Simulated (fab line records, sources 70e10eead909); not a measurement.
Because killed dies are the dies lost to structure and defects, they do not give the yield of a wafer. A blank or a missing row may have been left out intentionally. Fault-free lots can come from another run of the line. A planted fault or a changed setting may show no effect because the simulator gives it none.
Struck lot and sound lot, side by side + flow nandHarc + 17 steps out of a route of 1159
Sound: these wafers, L129.2, L129.3, L129.4. Struck: wafers L141.2, L141.3. (L141.4 of the same lot was not struck and is left out.) The cause comes at the end.
For every step that has rows: the tool of each side, followed by ch and its chambers, followed by its first start. Under that, the readings that differ: sound wafers + struck wafers + difference of the means + sigmas: that difference in standard deviations of wafers without a fault.
alike: same words and numbers on both sides, and readings whose means sit less than 2 such deviations apart. not compared: any withheld reading, any reading some wafer has no value for, any bound like >300 that may hide the same value, and any number with overlapping values for which the record gives no deviation.
A row with sigmas, a row that says differs or no value, or rows on one side alone: a step with any of these is where the two part. Numbers that have no deviation but don't overlap get no sigmas and don't part them. A reading that every wafer of one side lacks parts them only if that side has two wafers or more.

NHARC_A_M1_INSPECT_11:
  struck on defectInspect-01, day 20 20:31; sound on defectInspect-02, day 19 01:07
  alike: rawDefectCount
then, 3 steps without rows for these wafers: NHARC_A_M1_DESCUM_14 (chemistry O2, time 3 s); NHARC_A_M1_ETCH_35 (etches the open film in N2/H2, target depth 40 nm, overetch 12 nm, time 43.94 s); NHARC_A_M1_ETCH_15 (etches the open film in C4F8/Ar, target depth 182.5 nm, time 91.2 s).
NHARC_A_M1_CD_MEAS_16:
  struck on cdSem-03, day 20 20:56; sound on cdSem-03, day 19 01:32
  alike: cdNm
NHARC_A_M1_STRIP_18: strips in N2/H2.
  sound on rieDiel-01 ch 1,2,3, day 19 01:38; struck on rieDiel-13 ch 0,1, day 20 21:00
| reading             | sound             | struck      | difference | sigmas |
|---------------------|-------------------|-------------|------------|--------|
| oesProductAu (a.u.) | 0.994 0.990 0.997 | 1.021 1.003 | +0.018     | +2     |
| rfHoursCounterH (h) | 9 9 9             | 2 2         | -7         |        |
  alike: drypumpMotorCurrentA, rfVppV, showerheadPlenumPTorr, throttleValvePct
NHARC_A_M1_ETCH_28: etches the open film in CF4/N2, target depth 30 nm, time 72.99 s.
  sound on rieDiel-01 ch 0,2,3; struck on rieDiel-13 ch 2,3
| reading             | sound | struck | difference | sigmas |
|---------------------|-------|--------|------------|--------|
| rfHoursCounterH (h) | 9 9 9 | 2 2    | -7         |        |
  alike: drypumpMotorCurrentA, oesProductAu, rfVppV, showerheadPlenumPTorr, throttleValvePct
then, 1 step without rows for these wafers: NHARC_A_M1_STRIP_19 (strips in post etch residue remover, time 600 s).
NHARC_A_M1_DEGAS_29: time 60 s.
  struck on pvdSputter-03, day 20 21:38; sound on pvdSputter-01, day 19 02:14
  alike: heaterPowerW
NHARC_A_M1_PRE_CLEAN_30: time 30 s.
  sound on pvdSputter-01; struck on pvdSputter-03
  alike: heaterPowerW
NHARC_A_M1_PVD_20: deposits TaN, target thk 5 nm, time 8.06 s.
  sound on pvdSputter-01; struck on pvdSputter-03
  alike: biasV, cathodeDcPowerW, throttleValvePct
then, 1 step without rows for these wafers: NHARC_A_M1_PVD_21 (deposits Cu, target thk 30 nm, time 20.49 s).
NHARC_A_M1_ECD_22: material Cu, target thk 400 nm.
  sound on ecdCu-02 ch 0,1, day 19 02:37; struck on ecdCu-02 ch 0,1, day 20 22:03
then, 1 step without rows for these wafers: NHARC_A_M1_ANNEAL_31 (time 90 s).
NHARC_A_M1_CMP_23: polishes, t overpolish 20 s, target thk 154.34 nm.
  sound on cmp-03 ch 0,1,3, day 19 03:20; struck on cmp-03 ch 0,2, day 20 22:45
| reading             | sound          | struck   | difference | sigmas |
|---------------------|----------------|----------|------------|--------|
| timeToEndpointS (s) | 24.5 25.9 26.5 | 9.0 11.4 | -15.4      | -7     |
  alike: motorCurrentA
NHARC_A_M1_THK_MEAS_24: measures by xrf.
  struck on filmMetro-01, day 20 23:04; sound on filmMetro-01, day 19 03:39
  alike: thkNm
then, 1 step without rows for these wafers: NHARC_END_SORT_01.

## WHERE THEY PART
Last at NHARC_A_M1_CMP_23 as far as this record goes, first at NHARC_A_M1_STRIP_18. Later steps at which nothing parts them and some readings are alike: NHARC_A_M1_THK_MEAS_24.

WHY: the cause the simulator had injected
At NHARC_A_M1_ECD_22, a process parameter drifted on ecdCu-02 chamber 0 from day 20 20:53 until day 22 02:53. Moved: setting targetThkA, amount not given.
